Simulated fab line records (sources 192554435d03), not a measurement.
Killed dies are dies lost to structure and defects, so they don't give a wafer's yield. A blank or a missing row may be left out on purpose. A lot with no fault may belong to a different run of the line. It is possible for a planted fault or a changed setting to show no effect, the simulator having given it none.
Chamber matching || flow n5Finfet || rieDiel-03 running N5_BEOL_M1_STRIP_36: 4 sister chambers
The step strips in N2/H2. 14 wafers are shown with their chamber, then 7 later ones without.

== WAFERS WITH THEIR CHAMBER ==
{"wafer": "L077.1", "chamber": 1, "showerheadPlenumPTorr (Torr)": 2.62, "drypumpMotorCurrentA (A)": 6.3, "throttleValvePct (%)": 23.3}
{"wafer": "L077.3", "chamber": 3, "showerheadPlenumPTorr (Torr)": 2.58, "drypumpMotorCurrentA (A)": 5.8, "throttleValvePct (%)": 23.6}
{"wafer": "L077.6", "chamber": 0, "showerheadPlenumPTorr (Torr)": 2.49, "drypumpMotorCurrentA (A)": 5.1, "throttleValvePct (%)": 23.9}
{"wafer": "L079.1", "chamber": 2, "showerheadPlenumPTorr (Torr)": 2.50, "drypumpMotorCurrentA (A)": 5.7, "throttleValvePct (%)": 23.9}
{"wafer": "L079.4", "chamber": 1, "showerheadPlenumPTorr (Torr)": 2.62, "drypumpMotorCurrentA (A)": 6.3, "throttleValvePct (%)": 23.3}
{"wafer": "L079.5", "chamber": 2, "showerheadPlenumPTorr (Torr)": 2.50, "drypumpMotorCurrentA (A)": 5.6, "throttleValvePct (%)": 23.8}
{"wafer": "L080.3", "chamber": 3, "showerheadPlenumPTorr (Torr)": 2.58, "drypumpMotorCurrentA (A)": 5.8, "throttleValvePct (%)": 23.6}
{"wafer": "L080.4", "chamber": 1, "showerheadPlenumPTorr (Torr)": 2.62, "drypumpMotorCurrentA (A)": 6.3, "throttleValvePct (%)": 23.3}
{"wafer": "L080.5", "chamber": 1, "showerheadPlenumPTorr (Torr)": 2.62, "drypumpMotorCurrentA (A)": 6.3, "throttleValvePct (%)": 23.3}
{"wafer": "L082.2", "chamber": 0, "showerheadPlenumPTorr (Torr)": 2.49, "drypumpMotorCurrentA (A)": 5.1, "throttleValvePct (%)": 24.0}
{"wafer": "L082.5", "chamber": 1, "showerheadPlenumPTorr (Torr)": 2.61, "drypumpMotorCurrentA (A)": 6.3, "throttleValvePct (%)": 23.3}
{"wafer": "L082.6", "chamber": 0, "showerheadPlenumPTorr (Torr)": 2.49, "drypumpMotorCurrentA (A)": 5.1, "throttleValvePct (%)": 24.0}
{"wafer": "L083.2", "chamber": 0, "showerheadPlenumPTorr (Torr)": 2.49, "drypumpMotorCurrentA (A)": 5.1, "throttleValvePct (%)": 24.0}
{"wafer": "L083.4", "chamber": 1, "showerheadPlenumPTorr (Torr)": 2.61, "drypumpMotorCurrentA (A)": 6.3, "throttleValvePct (%)": 23.3}

SIGNATURES (averages over the wafers above)
{"reading": "showerheadPlenumPTorr", "chamber 0": 2.4900, "chamber 1": 2.6167, "chamber 2": 2.5000, "chamber 3": 2.5800, "scatter within a chamber": 0.00365}
{"reading": "drypumpMotorCurrentA", "chamber 0": 5.100, "chamber 1": 6.300, "chamber 2": 5.650, "chamber 3": 5.800, "scatter within a chamber": 0.0224}
{"reading": "throttleValvePct", "chamber 0": 23.975, "chamber 1": 23.300, "chamber 2": 23.850, "chamber 3": 23.600, "scatter within a chamber": 0.0354}
Rule: distance of a wafer from a chamber = root of the sum over the readings of ((wafer's reading minus chamber's mean) / reading's scatter) squared. If the next closest chamber is less than 2 further off than the closest, the wafer can't be placed; otherwise it belongs to the closest. The scatter: the root of (the sum of the squares of (reading less its chamber's mean) over the shown wafers, divided by (wafers less chambers)).

== WAFERS WITH NO CHAMBER GIVEN ==
{"wafer": "L083.6", "showerheadPlenumPTorr (Torr)": 2.61, "drypumpMotorCurrentA (A)": 6.3, "throttleValvePct (%)": 23.3}
{"wafer": "L086.3", "showerheadPlenumPTorr (Torr)": 2.61, "drypumpMotorCurrentA (A)": 6.3, "throttleValvePct (%)": 23.3}
{"wafer": "L086.5", "showerheadPlenumPTorr (Torr)": 2.57, "drypumpMotorCurrentA (A)": 5.8, "throttleValvePct (%)": 23.6}
{"wafer": "L086.6", "showerheadPlenumPTorr (Torr)": 2.49, "drypumpMotorCurrentA (A)": 5.7, "throttleValvePct (%)": 23.9}
{"wafer": "L095.4", "showerheadPlenumPTorr (Torr)": 2.57, "drypumpMotorCurrentA (A)": 5.8, "throttleValvePct (%)": 23.6}
{"wafer": "L095.5", "showerheadPlenumPTorr (Torr)": 2.49, "drypumpMotorCurrentA (A)": 5.6, "throttleValvePct (%)": 23.9}
{"wafer": "L095.6", "showerheadPlenumPTorr (Torr)": 2.60, "drypumpMotorCurrentA (A)": 6.3, "throttleValvePct (%)": 23.3}

== EACH ONE'S CHAMBER ==
{"wafer": "L083.6", "from the rows above": 1, "in truth": 1}
{"wafer": "L086.3", "from the rows above": 1, "in truth": 1}
{"wafer": "L086.5", "from the rows above": 3, "in truth": 3}
{"wafer": "L086.6", "from the rows above": 2, "in truth": 2}
{"wafer": "L095.4", "from the rows above": 3, "in truth": 3}
{"wafer": "L095.5", "from the rows above": 2, "in truth": 2}
{"wafer": "L095.6", "from the rows above": 1, "in truth": 1}
Correct placement for 7 of the 7. Can't be placed from these rows: 0. Placed wrongly: 0.
